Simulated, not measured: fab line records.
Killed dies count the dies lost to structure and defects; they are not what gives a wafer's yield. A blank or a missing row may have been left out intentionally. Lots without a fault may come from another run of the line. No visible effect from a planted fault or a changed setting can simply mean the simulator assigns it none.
Chamber matching | flow n5Finfet | N5_BEOL_M2_CMP_52 on cmp-01 has 4 sister chambers
The step polishes, stops on SiOC, t overpolish 6.8 s, target thk 40 nm. 8 wafers are shown with their chamber, then 9 later ones without.

## WAFERS PAIRED WITH THEIR CHAMBERS
wafer  | chamber | motorCurrentA (A) | timeToEndpointS (s)
L079.4 | 0       | 6.4               | 67
L077.6 | 0       | 6.6               | 64
L086.1 | 3       | 5.8               | 61
L086.2 | 2       | 6.3               | 66
L086.3 | 1       | 5.4               | 64
L087.1 | 1       | 5.7               | 64
L087.2 | 3       | 5.6               | 63
L087.4 | 2       | 6.5               | 67

## WAFERS WITH NO CHAMBER GIVEN
wafer  | motorCurrentA (A) | timeToEndpointS (s)
L089.2 | 5.5               | 57
L089.3 | 6.3               | 64
L089.6 | 6.3               | 62
L093.1 | 6.3               | 62
L093.5 | 5.6               | 61
L093.6 | 6.1               | 65
L094.2 | 5.5               | 64
L094.3 | 5.5               | 59
L094.5 | 6.4               | 64

## WHICH CHAMBER EACH WENT THROUGH
wafer  | from the rows above               | in truth
L089.2 | can't be placed: 3 or 1           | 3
L089.3 | can't be placed: 0 or 2           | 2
L089.6 | can't be placed: 0 or 2 or 3 or 1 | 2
L093.1 | can't be placed: 0 or 2 or 3 or 1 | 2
L093.5 | can't be placed: 3 or 1           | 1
L093.6 | can't be placed: 2 or 0 or 3 or 1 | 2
L094.2 | can't be placed: 1 or 3           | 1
L094.3 | can't be placed: 3 or 1           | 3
L094.5 | can't be placed: 0 or 2           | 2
Correct placement for 0 of the 9. Cannot be placed on the basis of these rows: 9; the candidates contain the true chamber in 9. Number placed wrongly: 0.
How it was worked out, from the rows above alone: a wafer's distance from a chamber is the root of the sum, over the readings, of the square of ((its reading less the chamber's mean) divided by the reading's scatter). The wafer belongs to the nearest chamber; if the next one is less than 2 further off, it can't be placed. Each chamber's mean is taken over the wafers shown for it. The scatter: take each reading less its chamber's mean, square it, sum over the shown wafers, divide by the number of wafers less the number of chambers, and take the root.
